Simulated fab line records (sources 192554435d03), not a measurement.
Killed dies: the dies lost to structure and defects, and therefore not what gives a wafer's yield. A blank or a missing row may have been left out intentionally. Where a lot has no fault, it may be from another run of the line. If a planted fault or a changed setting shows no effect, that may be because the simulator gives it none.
Matching of chambers -- flow n5 finfet -- N5_BEOL_M8_CURE_75 on uv cure-03 has 3 sister chambers
The step cures SiCOH lowk, time 120 s. 3 wafers are shown with their chamber, then 12 later ones without.

WAFERS WITH THEIR CHAMBER
wafer,chamber,wafer_temp_C_max
L084.6,1,372.2
L087.5,2,371.6
L089.6,0,371.6

WAFERS WHOSE CHAMBER IS MISSING
wafer,wafer_temp_C_max
L093.2,371.5
L093.4,371.6
L093.5,372.0
L091.2,372.1
L091.4,371.8
L091.5,371.4
L097.2,371.7
L097.3,371.3
L097.5,372.4
L095.2,372.5
L095.3,372.2
L095.5,371.5

THE CHAMBER EACH PASSED THROUGH
wafer,from the rows above,in truth
L093.2,can't be placed: 0 or 2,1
L093.4,can't be placed: 0 or 2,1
L093.5,can't be placed: 1 or 0 or 2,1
L091.2,1,1
L091.4,can't be placed: 0 or 2 or 1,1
L091.5,can't be placed: 0 or 2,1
L097.2,can't be placed: 0 or 2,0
L097.3,can't be placed: 0 or 2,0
L097.5,1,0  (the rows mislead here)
L095.2,1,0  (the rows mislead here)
L095.3,1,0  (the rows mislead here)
L095.5,can't be placed: 0 or 2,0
Correctly placed: 1 of 12. These rows do not allow placing 8 (true chamber among the candidates in 5). 3 placed wrongly.
How it was worked out, from the rows above alone: a wafer's distance from a chamber is the root of the sum, over the readings, of the square of ((its reading less the chamber's mean) divided by the reading's scatter). If the next closest chamber is less than 2 further off than the closest, the wafer can't be placed; otherwise it belongs to the closest. For every chamber, the mean is computed from those of its wafers that are shown. The scatter: root of mean squared gap, hidden wafer to nearest shown wafer, with one shown wafer a chamber.
